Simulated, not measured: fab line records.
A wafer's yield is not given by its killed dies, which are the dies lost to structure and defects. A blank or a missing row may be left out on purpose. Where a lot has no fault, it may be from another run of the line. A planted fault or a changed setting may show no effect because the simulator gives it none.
fab line records | flow nandHarc
[record] lots = 11 wafers = 33 lastDay = 35
route steps=1302 shown A_STAIRCASE@843 END@1302
lots that met no fault: taken from a fault-free run of the same line
startH: hours from the record's first day to the start of the lot's first wafer shown | waitH: time in hours since the lot's previous step | " identical to the entry in the row above | L1.1+2: a row that stands for several wafers | - no value, or no start was given | * or withheld: withheld | < > ~ a bound
route shown NAME@n: names a module that has steps shown in the file, with the first one's number in the route | usual: mean/standard deviation taken from wafers without a fault | same: alike in all rows | chamber/n: place in a boat | sites: readings site by site | _std_site: standard deviation of those values | _edge_site: outer sites' mean less inner sites' | radiusMm: how far each site lies from the wafer's centre | mask NAME#n: copy n | behind: tool/chamber where the wafer was last shaped | hold: cause of the lot's hold/its duration in hours/its outcome | device: which transistor (n, p or np) failed to switch | end of line: at the end of the route, the tests of the same wafers | a step without rows: its recipe alone | killed: dies lost to structure and defects at the first sort, not the wafer's yield | map: a wafer's dies, marking killed ones x, the rest . and places with no die _
set.NAME: the run value of the setting; set.NAME@STEP: its run value at that earlier step | model.NAME: the simulator's own value behind a step, which no gauge read
route steps across a sampled set of lots; one table per step, one row per wafer
services: a tool's chamber out of use, with start hour (startH, from the record's first day; less than 0 if before it), hours out, and reason
[[steps]]
[step NHARC_A_STAIRCASE_STRIP_476]
[recipe] timeS = 20 o2FlowSccm = 500 arFlowSccm = 0 biasW = 0 chemistry = O2
[usual] chamberPressureMTorr = 60.00/0.047 drypumpMotorCurrentA = 6.0/0.53 oesProductAu = 1.001/0.01 rfVppV = 57.8/0.84 showerheadPlenumPTorr = 3.48/0.13 throttleValvePct = 17.038/0.0093
[same] biasW = 0 timeS = 20
// columns lot.wafer tool chamber startH waitH chamberPressureMTorr drypumpMotorCurrentA oesProductAu rfHoursCounterH rfVppV showerheadPlenumPTorr throttleValvePct
L141.4 rieDiel-01 1 410.13 0.2 59.98 6.1 1.011 4 57.7 3.50 17.033
L141.2 " 0 " " 60.05 6.7 1.003 7 57.6 3.33 17.048
L141.5 " 2 " " 60.05 6.2 1.010 - 56.8 3.47 17.036
L142.1 rieDiel-01 2 411.87 0.1 60.03 6.2 1.003 5 58.4 3.47 17.052
L142.2 " 0 " " 60.06 6.7 1.004 7 59.3 3.33 17.042
L142.3 " 1 " " 59.98 6.1 1.005 5 57.8 3.50 17.030
L143.3 rieDiel-05 0 416.84 0.1 60.01 6.0 1.004 0 57.0 3.35 17.056
L143.1 " 2 " " 60.00 5.8 1.007 0 58.2 3.30 17.050
L143.2 " 3 " " 60.04 5.2 0.994 0 57.9 3.62 17.038
L144.4 rieDiel-01 0 461.21 0.1 59.97 6.7 0.996 18 57.1 3.32 17.034
L144.2 " 2 " " 59.97 6.2 1.001 15 57.7 3.47 17.043
L144.5 " 0 " " 60.01 6.7 0.998 - 57.1 3.32 17.037
L152.3 rieDiel-01 0 535.06 0.1 60.00 6.7 1.001 44 57.8 3.31 17.050
L152.2 " 2 " " 59.98 6.2 1.009 40 56.6 3.45 17.041
L152.5 " 3 " " 59.92 6.3 0.999 - 57.4 3.47 17.029
L154.1 rieDiel-01 3 536.46 0.1 60.00 6.3 1.008 35 57.2 3.47 17.037
L154.6 " 2 " " 59.93 6.2 1.000 - 57.8 3.45 17.036
L154.5 " 3 " " 60.02 6.3 1.005 - 56.8 3.47 17.043
L153.2 rieDiel-05 3 537.77 0.1 59.99 5.3 0.987 46 59.4 3.59 17.026
L153.1 " 0 " " 59.98 6.0 1.002 47 57.2 3.32 17.045
L153.4 " 1 " " 59.97 4.9 0.994 44 57.8 3.58 17.045
L158.3 rieDiel-01 2 578.68 0.1 60.00 6.2 0.990 6 56.9 3.45 17.048
L158.5 " 1 " " 59.90 6.1 1.001 - 57.9 3.48 17.044
L158.6 " 2 " " 60.03 6.2 0.996 - 57.4 3.45 17.025
L157.1 rieDiel-04 3 579.33 0.1 60.10 6.6 0.980 13 60.3 3.77 17.047
L157.3 " 0 " " 60.02 5.5 1.004 10 57.7 3.44 17.043
L157.5 " 1 " " 59.91 5.6 1.023 - 59.0 3.41 17.049
L160.3 rieDiel-01 0 613.30 0.1 59.94 6.7 0.991 19 57.3 3.29 17.044
L160.6 " 2 " " 59.99 6.2 0.990 - 57.7 3.44 17.052
L160.5 " 3 " " 59.99 6.4 1.011 - 59.4 3.46 17.039
L161.2 rieDiel-05 1 614.72 0.1 60.12 4.9 0.996 8 58.6 3.57 17.047
L161.3 " 3 " " 59.97 5.2 1.003 8 56.2 3.57 17.041
L161.5 " 1 " " 60.03 4.9 0.999 - 57.3 3.57 17.032
[step NHARC_A_STAIRCASE_ETCHBACK_157]
[recipe] targetDepthA = 900 overEtchFrac = 0.3 timeS = 167.14 ionEnergyEv = 120 ch3fFlowSccm = 50 o2FlowSccm = 30 arFlowSccm = 200 rfW = 500 biasW = 100 chemistry = CH3F/O2
[usual] biasW = 100.04/0.29 drypumpMotorCurrentA = 5.8/0.53 oesProductAu = 0.97/0.032 rfVppV = 243.9/1.6 showerheadPlenumPTorr = 2.42/0.096 throttleValvePct = 20.663/0.0089
[same] timeS = 167.14
// columns lot.wafer tool chamber startH waitH biasW drypumpMotorCurrentA oesProductAu rfHoursCounterH rfVppV showerheadPlenumPTorr throttleValvePct
L142.3 rieDiel-05 1 455.70 0.1 99.87 4.9 1.00 13 244.4 2.51 20.672
L142.2 " 3 " " 100.67 5.2 0.99 11 245.4 2.52 20.684
L142.1 " 0 " " 100.06 6.0 1.00 12 241.8 2.32 20.655
L141.2 rieDiel-04 3 456.00 0.2 99.94 6.6 0.91 32 246.9 2.65 20.665
L141.4 " 0 " " 100.21 5.5 0.95 35 244.7 2.41 20.659
L141.5 " 2 " " 100.13 5.2 0.93 - 245.7 2.49 20.660
L143.2 rieDiel-05 0 464.21 0.1 99.69 6.0 1.01 19 243.4 2.32 20.657
L143.3 " 1 " " 100.16 4.9 1.00 17 244.7 2.51 20.658
L143.1 " 2 " " 100.51 5.7 1.00 16 242.2 2.29 20.667
L144.4 rieDiel-05 0 502.68 0.1 99.80 6.0 0.93 34 243.1 2.32 20.682
L144.2 " 1 " " 99.84 4.9 0.95 31 243.9 2.50 20.673
L144.5 " 0 " " 99.67 6.0 0.94 - 243.2 2.32 20.655
L152.2 rieDiel-05 3 577.89 0.2 99.60 5.3 0.92 63 243.6 2.50 20.674
L152.3 " 1 " " 100.01 4.9 0.92 59 244.0 2.49 20.657
L152.5 " 3 " " 99.58 5.3 0.92 - 244.5 2.50 20.659
L154.1 rieDiel-04 3 577.91 0.2 99.64 6.6 0.99 13 247.7 2.63 20.664
L154.5 " 1 " " 100.31 5.6 1.03 - 243.1 2.38 20.665
L154.6 " 2 " " 99.56 5.2 1.01 - 244.7 2.48 20.667
L153.2 rieDiel-05 3 579.03 0.1 99.65 5.2 0.99 64 245.7 2.50 20.668
L153.4 " 1 " " 99.53 4.9 0.98 60 244.4 2.49 20.660
L153.1 " 2 " " 100.39 5.7 0.99 61 242.2 2.27 20.640
L158.3 rieDiel-01 2 629.55 0.2 100.15 6.2 0.93 29 243.2 2.39 20.654
L158.5 " 2 " " 99.74 6.2 0.93 - 243.1 2.39 20.654
L158.6 " 3 " " 100.19 6.3 0.95 - 244.0 2.40 20.662
L157.3 rieDiel-05 2 629.62 0.2 100.01 5.7 1.01 14 245.8 2.65 20.671
L157.1 " 0 " " 100.16 6.0 0.99 14 242.8 2.30 20.658
L157.5 " 1 " " 100.33 4.9 1.00 - 244.1 2.49 20.657
L161.2 rieDiel-05 1 657.31 0.1 99.50 4.9 1.00 23 243.9 2.48 20.647
L161.3 " 3 " " 99.94 5.2 1.00 17 245.5 2.49 20.656
L161.5 " 0 " " 100.08 6.0 0.99 - 242.2 2.30 20.661
L160.3 rieDiel-01 3 657.51 0.2 100.39 6.4 1.01 37 243.1 2.40 20.672
L160.6 " 0 " " 99.93 6.7 0.99 - 241.4 2.28 20.675
L160.5 " 1 " " 99.40 6.1 1.00 - 244.4 2.41 20.657
[step NHARC_A_STAIRCASE_STRIP_475]
[recipe] timeS = 20 o2FlowSccm = 500 arFlowSccm = 0 biasW = 0 chemistry = O2
[usual] biasW = 0/0 chamberPressureMTorr = 59.99/0.094 drypumpMotorCurrentA = 5.9/0.54 oesProductAu = 0.999/0.011 rfVppV = 57.7/0.85 showerheadPlenumPTorr = 3.47/0.14 throttleValvePct = 17.037/0.008 timeS = 20/0
// columns lot.wafer tool chamber startH waitH biasW chamberPressureMTorr drypumpMotorCurrentA oesProductAu rfHoursCounterH rfVppV showerheadPlenumPTorr throttleValvePct timeS
L142.3 rieDiel-05 3 455.89 - 0 59.94 5.3 0.997 11 58.6 3.61 17.038 20
L142.2 " 0 " " 0 59.98 6.0 1.010 12 56.8 3.34 17.035 20
L142.1 " 1 " " 0 60.09 4.9 1.006 13 58.2 3.60 17.034 20
L141.2 rieDiel-04 0 456.17 - 0 59.91 5.5 0.993 35 57.2 3.45 17.036 20
L141.4 " 1 " " 0 60.02 5.6 1.013 34 57.8 3.43 17.042 20
L141.5 " 0 " " 0 60.03 5.5 0.984 - 58.9 3.45 17.041 20
L143.3 rieDiel-05 0 464.38 - 0 59.96 6.0 0.998 19 58.2 3.34 17.022 20
L143.1 " 1 " " 0 60.02 4.9 0.994 17 57.6 3.60 17.051 20
L143.2 " 3 " " 0 59.99 5.3 0.987 17 58.3 3.61 17.040 20
L144.4 rieDiel-05 3 502.87 - 0 59.89 5.3 0.990 33 58.0 3.60 17.039 20
L144.2 " 1 " " 0 60.04 4.9 0.987 31 56.7 3.59 17.042 20
L144.5 " 3 " " 0 59.96 5.3 0.982 - 58.0 3.60 17.036 20
L154.1 rieDiel-04 3 578.06 - - - - - - - - - -
L154.6 " 2 " " - - - - - - - - -
L154.5 " 3 " " - - - - - - - - -
L152.3 rieDiel-05 2 578.10 0.2 - - - - - - - - -
L152.2 " 3 " " - - - - - - - - -
L152.5 " 2 " " - - - - - - - - -
L153.2 rieDiel-05 2 579.23 - - - - - - - - - -
L153.1 " 3 " " - - - - - - - - -
L153.4 " 0 " " - - - - - - - - -
L158.3 rieDiel-01 3 629.74 - 0 59.99 6.3 1.000 28 57.9 3.45 17.028 20
L158.6 " 1 " " 0 60.02 6.1 0.996 - 59.2 3.47 17.035 20
L158.5 " 2 " " 0 60.05 6.2 0.997 - 57.6 3.44 17.032 20
L157.1 rieDiel-05 2 629.83 0.1 0 59.99 5.7 1.008 14 59.1 3.80 17.021 20
L157.3 " 0 " " 0 59.98 6.0 0.985 14 57.7 3.31 17.018 20
L157.5 " 0 " " 0 60.10 6.0 0.989 - 57.3 3.31 17.041 20
L161.2 rieDiel-05 0 657.48 - 0 59.92 6.0 0.981 21 58.4 3.31 17.038 20
L161.3 " 2 " " 0 60.05 5.8 0.999 23 58.3 3.79 17.042 20
L161.5 " 0 " " 0 60.01 6.0 0.987 - 57.9 3.31 17.034 20
L160.3 rieDiel-01 2 657.69 - 0 60.00 6.2 0.988 38 57.2 3.43 17.044 20
L160.6 " 0 " " 0 59.90 6.7 1.000 - 56.0 3.29 17.039 20
L160.5 " 1 " " 0 60.05 6.1 1.010 - 58.2 3.47 17.038 20
[step NHARC_A_STAIRCASE_INSPECT_155]
[usual] rawDefectCount = 437/130
// columns lot.wafer tool chamber startH waitH rawDefectCount
L142.1 defectInspect-02 - 456.91 0.1 367
L142.2 " - " " 341
L142.3 " - " " 502
L141.2 defectInspect-01 - 456.96 0.1 351
L141.4 " - " " 332
L141.5 " - " " 329
L143.1 defectInspect-01 - 465.09 0.1 448
L143.2 " - " " 418
L143.3 " - " " 434
L144.2 defectInspect-02 - 503.68 0.1 628
L144.4 " - " " 446
L144.5 " - " " 512
L154.1 defectInspect-02 - 578.78 0.1 300
L154.5 " - " " 335
L154.6 " - " " 291
L152.2 defectInspect-01 - 578.83 0.1 489
L152.3 " - " " 553
L152.5 " - " " 604
L153.1 defectInspect-02 - 579.95 0.1 335
L153.2 " - " " 325
L153.4 " - " " 285
L158.3 defectInspect-01 - 630.44 0.1 386
L158.5 " - " " 338
L158.6 " - " " 377
L157.1 defectInspect-02 - 630.54 0.1 274
L157.3 " - " " 299
L157.5 " - " " 457
L161.2 defectInspect-01 - 658.19 0.1 462
L161.3 " - " " 512
L161.5 " - " " 398
L160.3 defectInspect-02 - 658.40 0.1 391
L160.5 " - " " 399
L160.6 " - " " 262
[step NHARC_END_SORT_01]
[recipe] tempC = 25
[usual] killedAtArray = 62/22 killedAtOther = 1.0/1.4 killedAtPeriphery = 4.2/2.8 killedDies = 67/23 killedOpen = 3.1/1.7 killedShort = 2.1/1.5
[same] grossDies = 677
// columns lot.wafer tool chamber startH waitH killedAtArray killedAtOther killedAtPeriphery killedDies killedOpen killedShort
L153.1 prober-01 0 706.43 2.5 61 0 1 62 0 1
L153.2 prober-01 0 707.23 2.8 53 0 4 57 4 2
L153.4 prober-01 0 708.83 3.4 49 0 3 52 1 3
L157.1 prober-01 0 748.60 2.5 119 0 9 128 3 2
L157.3 prober-01 0 750.19 3.1 85 0 7 92 0 1
L157.5 prober-01 0 751.77 3.7 94 0 9 103 2 2
// killed by level:class
L153.1 A_CHANNEL_HOLE_D2:chamberFilmFlake=37 A_CHANNEL_HOLE_D1:chamberFilmFlake=14 A_SLIT:chamberFilmFlake=3 A_STAIRCASE:chamberFilmFlake=2 A_CONTACT:chamberFilmFlake=2 A_WL_FILL:geometricParticle:short=1 P_GATE:chamberFilmFlake=1 A_WL_FILL:chamberFilmFlake=1
L153.2 A_CHANNEL_HOLE_D2:chamberFilmFlake=27 A_CHANNEL_HOLE_D1:chamberFilmFlake=12 A_CONTACT:chamberFilmFlake=5 A_SLIT:chamberFilmFlake=4 P_CONTACT:geometricParticle:open=2 P_STI:geometricParticle:open=1 A_ONON_D2:geometricParticle:short=1 A_CHANNEL_FILL_D2:geometricParticle:short=1
L153.4 A_CHANNEL_HOLE_D2:chamberFilmFlake=29 A_CHANNEL_HOLE_D1:chamberFilmFlake=11 A_CONTACT:chamberFilmFlake=4 P_CONTACT:geometricParticle:short=2 A_WL_FILL:chamberFilmFlake=2 A_ONON_D1:geometricParticle:short=1 A_WL_FILL:geometricParticle:open=1 P_STI:chamberFilmFlake=1
L157.1 A_SLIT:chamberFilmFlake=37 A_CHANNEL_HOLE_D1:chamberFilmFlake=30 A_CHANNEL_HOLE_D2:chamberFilmFlake=26 A_STAIRCASE:chamberFilmFlake=10 A_CONTACT:chamberFilmFlake=6 P_STI:chamberFilmFlake=5 A_WL_FILL:chamberFilmFlake=5 P_M2:chamberFilmFlake=2
L157.3 A_CHANNEL_HOLE_D1:chamberFilmFlake=26 A_SLIT:chamberFilmFlake=26 A_CHANNEL_HOLE_D2:chamberFilmFlake=13 A_CONTACT:chamberFilmFlake=10 A_STAIRCASE:chamberFilmFlake=8 P_STI:chamberFilmFlake=4 A_CONTACT:geometricParticle:short=1 P_ZERO_WELL:chamberFilmFlake=1
L157.5 A_CHANNEL_HOLE_D1:chamberFilmFlake=33 A_SLIT:chamberFilmFlake=26 A_CHANNEL_HOLE_D2:chamberFilmFlake=22 A_CONTACT:chamberFilmFlake=5 P_M2:chamberFilmFlake=4 A_STAIRCASE:chamberFilmFlake=4 P_STI:chamberFilmFlake=2 P_STI:geometricParticle:short=1
[[services]]
// columns tool chamber startH hours kind
rieDiel-05 0 388.02 - clean
rieDiel-05 1 388.02 - clean
rieDiel-05 2 388.02 - clean
rieDiel-05 3 388.02 - clean
rieDiel-05 1 404.34 10.2 repair
rieDiel-05 - 407.70 9.0 pm
rieDiel-05 0 407.70 9.0 ventCycle
rieDiel-05 2 407.70 9.0 ventCycle
rieDiel-05 3 407.70 9.0 ventCycle
rieDiel-05 0 416.70 - clean
rieDiel-01 2 418.37 5.0 repair
rieDiel-01 3 432.83 5.4 repair
rieDiel-01 3 518.23 14.8 repair
rieDiel-04 - 533.38 9.0 pm
rieDiel-01 1 541.13 11.0 repair
rieDiel-05 0 541.14 4.4 repair
rieDiel-01 - 559.01 9.0 pm
rieDiel-05 0 571.25 7.7 repair
rieDiel-05 - 584.74 9.0 pm
rieDiel-04 2 591.69 4.0 repair
rieDiel-04 2 620.67 3.5 repair
rieDiel-05 3 621.63 9.3 repair
rieDiel-01 2 655.21 1.5 repair
rieDiel-04 1 656.79 14.2 repair
[[key]]
[firstSign] step = NHARC_A_STAIRCASE_STRIP_475 reading = toolRecord direction = missing
effect none on later readings
metAt NHARC_A_STAIRCASE_STRIP_475
struckLots L152,L153,L154
testerLeftOut L152,L153,L154
notActingAt NHARC_A_STAIRCASE_STRIP_476,NHARC_A_STAIRCASE_ETCHBACK_157,NHARC_A_STAIRCASE_INSPECT_155
onsetBetween 502.87 578.06
[fault] kind = skippedStepWhole tool = rieDiel-04,rieDiel-05 chamber = - onsetH = 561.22 steps = NHARC_A_STAIRCASE_STRIP_475 scope = struckLotsOnly
// testerLeftOut: of these lots the tester's yield and bins aren't shown, on N5 and GAA mostly nor the transistor test; their killed dies are dies lost to structure and defects alone, not to doping, threshold or leakage, so they don't give the yield
